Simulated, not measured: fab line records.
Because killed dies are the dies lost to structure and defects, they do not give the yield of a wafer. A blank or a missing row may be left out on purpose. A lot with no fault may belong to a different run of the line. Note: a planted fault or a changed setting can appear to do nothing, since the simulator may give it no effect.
Matching of chambers + flow n5Finfet + 3 sister chambers for N5_BEOL_M7_ILD_DEP_00 on pecvd-02
The step deposits SiCOH lowk from DEMS/porogen, target thk 179.75 nm, time 33.4 s. 18 wafers are shown with their chamber, then 9 later ones without.

WAFERS PAIRED WITH THEIR CHAMBERS
| wafer  | chamber | throttleValvePct (%) | showerheadVppV (V) | heaterPowerW (W) |
|--------|---------|----------------------|--------------------|------------------|
| L074.1 | 0       | 14.0                 | 1394               | 302              |
| L074.3 | 2       | 13.2                 | 1369               | 238              |
| L074.6 | 0       | 14.4                 | 1388               | 296              |
| L075.1 | 1       | 12.8                 | 1293               | 311              |
| L075.3 | 0       | 14.1                 | 1428               | 320              |
| L075.4 | 0       | 14.4                 | 1414               | 321              |
| L077.1 | 2       | 13.3                 | 1385               | 242              |
| L077.3 | 0       | 14.5                 | 1403               | 283              |
| L077.6 | 1       | 12.9                 | 1283               | 281              |
| L081.1 | 0       | 14.4                 | 1400               | 309              |
| L081.4 | 0       | 14.4                 | 1390               | 318              |
| L081.5 | 1       | 13.1                 | 1301               | 327              |
| L083.1 | 2       | 13.4                 | 1392               | 303              |
| L083.5 | 0       | 14.2                 | 1431               | 279              |
| L083.6 | 1       | 13.1                 | 1309               | 311              |
| L087.2 | 0       | 14.3                 | 1406               | 311              |
| L087.3 | 1       | 13.0                 | 1330               | 303              |
| L087.5 | 1       | 13.1                 | 1288               | 299              |

SIGNATURES, as means of the wafers listed above
| reading          | chamber 0 | chamber 1 | chamber 2 | scatter within a chamber |
|------------------|-----------|-----------|-----------|--------------------------|
| throttleValvePct | 14.300    | 13.000    | 13.300    | 0.146                    |
| showerheadVppV   | 1406.00   | 1300.67   | 1382.00   | 15.7                     |
| heaterPowerW     | 304.33    | 305.33    | 261.00    | 19.6                     |
Rule: a wafer's distance from a chamber is the root of the sum, over the readings, of the square of ((its reading less the chamber's mean) divided by the reading's scatter). The wafer belongs to the nearest chamber; if the next one is less than 2 further off, it can't be placed. The scatter: the root of (the sum of the squares of (reading less its chamber's mean) over the shown wafers, divided by (wafers less chambers)).

WAFERS WITH NO CHAMBER GIVEN
| wafer  | throttleValvePct (%) | showerheadVppV (V) | heaterPowerW (W) |
|--------|----------------------|--------------------|------------------|
| L089.1 | 13.3                 | 1391               | 294              |
| L089.5 | 14.1                 | 1397               | 307              |
| L089.6 | 13.6                 | 1392               | 300              |
| L090.1 | 13.6                 | 1391               | 282              |
| L090.3 | 13.0                 | 1289               | 346              |
| L090.5 | 14.4                 | 1420               | 290              |
| L095.2 | 13.0                 | 1301               | 312              |
| L095.4 | 12.7                 | 1296               | 310              |
| L095.6 | 13.7                 | 1373               | 300              |

THE CHAMBER EACH PASSED THROUGH
| wafer  | from the rows above     | in truth |
|--------|-------------------------|----------|
| L089.1 | 2                       | 2        |
| L089.5 | 0                       | 0        |
| L089.6 | can't be placed: 2 or 0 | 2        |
| L090.1 | 2                       | 2        |
| L090.3 | 1                       | 1        |
| L090.5 | 0                       | 0        |
| L095.2 | 1                       | 1        |
| L095.4 | 1                       | 1        |
| L095.6 | can't be placed: 2 or 0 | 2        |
Correct placement for 7 of the 9. Cannot be placed on the basis of these rows: 2; the candidates contain the true chamber in 2. Wrongly placed: 0.
